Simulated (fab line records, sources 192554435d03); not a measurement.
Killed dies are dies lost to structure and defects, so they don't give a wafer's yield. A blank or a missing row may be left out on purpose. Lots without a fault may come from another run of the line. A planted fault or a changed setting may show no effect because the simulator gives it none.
Which tool did it? | flow n5_finfet | 22 lots, 66 wafers sampled, at 2 steps of a route of 1938

WHAT THE GAUGES READ, wafer by wafer
N5_SDB_CD_MEAS_11: target cd 50 nm.
lot  | measured    | on        | cd_nm (nm)
L074 | day 3 16:09 | cd_sem-03 | 48.7 49.7 50.4
L075 | day 3 23:32 | cd_sem-03 | 52.0 51.9 51.0
L076 | day 4 04:31 | cd_sem-02 | 49.9 49.6 50.3
L077 | day 4 10:24 | cd_sem-01 | 50.0 50.6 50.5
L078 | day 4 17:27 | cd_sem-02 | 51.3 49.7 52.0
L079 | day 4 22:53 | cd_sem-01 | 48.8 49.6 49.5
L080 | day 5 06:13 | cd_sem-02 | 51.2 49.1 50.0
L081 | day 5 12:34 | cd_sem-02 | 52.4 50.7 51.3
L082 | day 5 21:28 | cd_sem-03 | 47.4 48.1 47.5
L083 | day 6 01:39 | cd_sem-01 | 48.5 49.2 49.7
L085 | day 6 13:26 | cd_sem-01 | 50.5 50.6 51.8
L087 | day 7 00:11 | cd_sem-01 | 49.1 47.7 48.3
L088 | day 7 05:08 | cd_sem-01 | 49.7 51.0 50.1
L089 | day 7 12:08 | cd_sem-01 | 49.5 48.9 48.4
L090 | day 7 16:40 | cd_sem-02 | 50.3 48.9 49.9
L091 | day 7 23:04 | cd_sem-03 | 49.1 50.7 49.5
L092 | day 8 05:13 | cd_sem-02 | 50.2 49.9 50.7
L093 | day 8 12:23 | cd_sem-01 | 49.7 48.8 49.2
L094 | day 8 16:50 | cd_sem-01 | 50.3 51.1 49.9
L095 | day 9 04:13 | cd_sem-02 | 49.1 49.4 50.1
L096 | day 9 10:58 | cd_sem-03 | 51.0 50.9 50.1
L097 | day 9 17:18 | cd_sem-02 | 52.1 51.0 51.2

WHICH TOOL RAN EACH LOT (tool, then ch and the chambers of the sampled wafers, then the start)
lot  | N5_SD_EPI_N_VAPOR_ETCH_50
L074 | epi_rpcvd-03 ch 0, day 3 02:05
L075 | epi_rpcvd-02 ch 0, day 3 09:29
L076 | epi_rpcvd-04 ch 0, day 3 13:22
L077 | epi_rpcvd-02 ch 0, day 3 19:37
L078 | epi_rpcvd-02 ch 0, day 4 01:11
L079 | epi_rpcvd-02 ch 0, day 4 07:19
L080 | epi_rpcvd-02 ch 0, day 4 15:10
L081 | epi_rpcvd-02 ch 0, day 4 22:00
L082 | epi_rpcvd-02 ch 0, day 5 03:48
L083 | epi_rpcvd-04 ch 0, day 5 10:46
L085 | epi_rpcvd-03 ch 0, day 5 23:10
L087 | epi_rpcvd-02 ch 0, day 6 09:59
L088 | epi_rpcvd-03 ch 0, day 6 13:32
L089 | epi_rpcvd-02 ch 0, day 6 21:14
L090 | epi_rpcvd-02 ch 0, day 7 02:12
L091 | epi_rpcvd-04 ch 0, day 7 08:16
L092 | epi_rpcvd-04 ch 0, day 7 14:32
L093 | epi_rpcvd-03 ch 0, day 7 21:25
L094 | epi_rpcvd-02 ch 0, day 8 01:34
L095 | epi_rpcvd-02 ch 0, day 8 13:04
L096 | epi_rpcvd-02 ch 0, day 8 19:28
L097 | epi_rpcvd-02 ch 0, day 9 01:24
- N5_SD_EPI_N_VAPOR_ETCH_50: etches Si in HCl, time 54 s.

WHAT THE TOOLS THEMSELVES READ (means of the sampled wafers that have a number; where no wafer has one, the mark that the record gives instead)
N5_SD_EPI_N_VAPOR_ETCH_50.
lot  | tool         | throttle_valve_pct (%)
L074 | epi_rpcvd-03 | 12.09
L075 | epi_rpcvd-02 | 11.77
L076 | epi_rpcvd-04 | 11.51
L077 | epi_rpcvd-02 | 11.78
L078 | epi_rpcvd-02 | 11.94
L079 | epi_rpcvd-02 | 11.76
L080 | epi_rpcvd-02 | 11.74
L081 | epi_rpcvd-02 | 11.70
L082 | epi_rpcvd-02 | 11.92
L083 | epi_rpcvd-04 | 11.39
L085 | epi_rpcvd-03 | 11.94
L087 | epi_rpcvd-02 | 11.94
L088 | epi_rpcvd-03 | 12.12
L089 | epi_rpcvd-02 | 11.83
L090 | epi_rpcvd-02 | 11.93
L091 | epi_rpcvd-04 | 11.36
L092 | epi_rpcvd-04 | 11.41
L093 | epi_rpcvd-03 | 11.92
L094 | epi_rpcvd-02 | 11.81
L095 | epi_rpcvd-02 | 11.94
L096 | epi_rpcvd-02 | 11.78
L097 | epi_rpcvd-02 | 11.95

THE ANSWER, worked out from the rows above alone
Rule: what is usual is taken from the lots themselves. Put in order of their means at a reading, lots are off if they are a third of the lots or fewer, leave a main group of 4 or more, and stand apart from it by a gap of 3 or more times the standard deviation of the main group's means; of several such gaps the widest counts. A main group whose means are all the same, to the digits that the tables above print for the reading, isn't used. A lot without any number at a reading at which 4 lots or more have one is off too. The other lots that the step has rows for count as sound. The gauges are gone through in route order, then the tools' own readings, and for those a lot's mean is taken as printed above. The first step at which some lot is off is used, and at that step the reading that is off furthest; a lot without a number counts as furthest.
No lot is off at any reading shown: from this, nothing can be told.

WHAT THE SIMULATOR HAD PUT IN
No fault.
